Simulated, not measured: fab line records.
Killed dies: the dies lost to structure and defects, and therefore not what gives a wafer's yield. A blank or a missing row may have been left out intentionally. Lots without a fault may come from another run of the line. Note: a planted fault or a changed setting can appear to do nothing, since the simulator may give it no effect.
A lot that was struck, set against a sound lot ; flow nandHarc ; 42 steps out of a route of 1302
Sound: wafers L587.2, L587.3, L587.4. The struck wafers were L594.1, L594.2, L594.6. The cause is given at the end.
At each step with rows: each side's tool, then ch and its chambers, then its first start. Under that, the readings that differ: sound wafers ; struck wafers ; difference of the means ; sigmas: that difference in standard deviations of wafers without a fault.
alike: readings whose means differ by less than 2 such deviations, and words and numbers that are the same on both sides. not compared: withheld readings, readings that some wafer has no value for, bounds like >300 that may hide the same value, and numbers for which the record gives no deviation and whose values overlap.
A row with sigmas, a row that says differs or no value, or rows on one side alone: a step with any of these is where the two part. When numbers do not overlap yet have no deviation, they are printed without sigmas and do not part them. A reading missing from all wafers of one side parts the sides only when that side holds two or more wafers.

first, 7 steps without rows for these wafers: NHARC_A_CONTACT_ETCH_75 (etches the open film in CF4, target depth 39 nm, time 65 s); NHARC_A_CONTACT_ETCH_76 (etches the open film in N2/H2, target depth 260 nm, time 475.3 s); NHARC_A_CONTACT_ETCH_77 (etches the open film in CF4/CHF3, target depth 108.9 nm, time 54.5 s); NHARC_A_CONTACT_ETCH_78 (etches the open film in O2/COS, target depth 5300 nm, time 1378 s); NHARC_A_CONTACT_ETCH_124 (etches the open film in C4F8/O2/Ar, time 140 s, target depth 700 nm); NHARC_A_CONTACT_ETCH_125 (etches the open film in C4F8/O2/Ar, time 197 s, target depth 1918 nm); NHARC_A_CONTACT_ETCH_126 (etches the open film in C4F8/O2/Ar, time 197 s, target depth 1918 nm).
NHARC_A_CONTACT_ETCH_127: etches the open film in C4F8/O2/Ar, time 197 s, target depth 1918 nm.
  sound on harCapEtch-03 ch 0,1, day 21 21:48; struck on harCapEtch-03 ch 0,1, day 25 11:59
  not compared: rfHoursCounterH
then, 3 steps without rows for these wafers: NHARC_A_CONTACT_ETCH_128 (etches the open film in C4F8/O2/Ar, time 197 s, target depth 1918 nm); NHARC_A_CONTACT_ETCH_129 (etches the open film in C4F8/O2/Ar, time 197 s, target depth 1918 nm); NHARC_A_CONTACT_ETCH_130 (etches the open film in C4F8/O2/Ar, time 197 s, target depth 1918 nm).
NHARC_A_CONTACT_ETCH_131: etches the open film in C4F8/O2/Ar, time 197 s, target depth 1918 nm.
  sound on harCapEtch-03 ch 0,1, day 21 22:31; struck on harCapEtch-03 ch 0,1, day 25 12:56
  not compared: rfHoursCounterH
NHARC_A_CONTACT_ETCH_132: etches the open film in C4F8/O2/Ar, time 197 s, target depth 1924 nm.
  sound on harCapEtch-03 ch 0,1, day 21 22:41; struck on harCapEtch-03 ch 0,1, day 25 13:10
  not compared: rfHoursCounterH
NHARC_A_CONTACT_ETCH_133: etches the open film in C4F8/O2/Ar, time 374 s, target depth 1610 nm.
  sound on harCapEtch-03 ch 0,1, day 21 22:52; struck on harCapEtch-03 ch 0,1, day 25 13:25
  not compared: rfHoursCounterH
then, 1 step without rows for these wafers: NHARC_A_CONTACT_ETCH_91 (etches the open film in CH3F/O2, target depth 40 nm, time 85.7 s).
NHARC_A_CONTACT_ETCH_97: etches the open film in C4F6/O2, target depth 20 nm, time 10 s.
  sound on rieDiel-05 ch 0,1,2; struck on rieDiel-01 ch 0,1
  alike: drypumpMotorCurrentA, oesProductAu, rfVppV, showerheadPlenumPTorr, throttleValvePct
  not compared: rfHoursCounterH
NHARC_A_CONTACT_CD_MEAS_80:
  sound: cdSem-01 at day 21 23:53; struck: cdSem-03 at day 25 14:33
  alike: cdNm
then, 3 steps without rows for these wafers: NHARC_A_CONTACT_STRIP_103 (strips in N2/H2); NHARC_A_CONTACT_STRIP_104 (strips in CF4/CHF3); NHARC_A_CONTACT_STRIP_105 (strips in O2/COS).
NHARC_A_CONTACT_ETCH_106: etches the open film in CF4/O2, target depth 90 nm, overetch 9 nm, time 49.5 s.
  sound on rieDiel-05 ch 0,1,3, day 22 00:10; struck on rieDiel-01 ch 0,1,2, day 25 15:20
  alike: drypumpMotorCurrentA, oesProductAu, rfVppV, showerheadPlenumPTorr, throttleValvePct
  not compared: rfHoursCounterH
then, 14 steps without rows for these wafers: NHARC_A_CONTACT_STRIP_82 (strips in O2); NHARC_A_CONTACT_STRIP_83 (strips in post etch residue remover, time 600 s); NHARC_A_CONTACT_DEP_84 (deposits aC, target thk 2800 nm); NHARC_A_CONTACT_DEP_85 (deposits SiON, target thk 60 nm); NHARC_A_CONTACT_DEHYDRATE_00 (time 120 s); NHARC_A_CONTACT_HMDS_01 (time 30 s); NHARC_A_CONTACT_COAT_86 (time 75 s); NHARC_A_CONTACT_COAT_87 (time 65 s); NHARC_A_CONTACT_COAT_02 (resist thk 90 nm); NHARC_A_CONTACT_SOFTBAKE_03 (time 55 s); NHARC_A_CONTACT_EBR_04; NHARC_A_CONTACT_EXPOSE_05 (exposes mask A CC); NHARC_A_CONTACT_PEB_06 (peb time 65 s); NHARC_A_CONTACT_DEVELOP_07 (develop time 35 s).
NHARC_A_CONTACT_CD_MEAS_08 targets a cd of 200 nm.
  sound on cdSem-03 ch 0, day 22 04:00; struck on cdSem-02 ch 0, day 25 18:19
  alike: cdNm
NHARC_A_CONTACT_OVL_MEAS_09:
  sound: overlay-02 at day 22 04:05; struck: overlay-02 at day 25 18:24
reading;sound;struck;difference;sigmas
overlayYNm (nm);-1.2 -0.7 -1.1;1.1 1.4 1.2;+2.2;+3
  alike: overlayXNm
then, 4 steps without rows for these wafers: NHARC_A_CONTACT_DESCUM_13 (chemistry O2, time 3 s); NHARC_A_CONTACT_ETCH_88 (etches the open film in CF4, target depth 39 nm, time 65 s); NHARC_A_CONTACT_ETCH_89 (etches the open film in N2/H2, target depth 260 nm, time 475.3 s); NHARC_A_CONTACT_ETCH_30 (etches the open film in CF4/CHF3, target depth 72.6 nm, time 36.3 s).
-- jump in the record: it breaks off in module A_CONTACT and resumes in module END (first step shown: number 1302 of the route), and 2 days separate the struck wafers' starts before and after --
NHARC_END_SORT_01:
  only the struck wafers appear in the record here, on prober-01 ch 0 at day 27 22:00; the sound ones have no rows

WHERE THEY PART
Earliest at NHARC_A_CONTACT_OVL_MEAS_09; latest, in this record, at NHARC_END_SORT_01.

WHY: what the simulator had put in
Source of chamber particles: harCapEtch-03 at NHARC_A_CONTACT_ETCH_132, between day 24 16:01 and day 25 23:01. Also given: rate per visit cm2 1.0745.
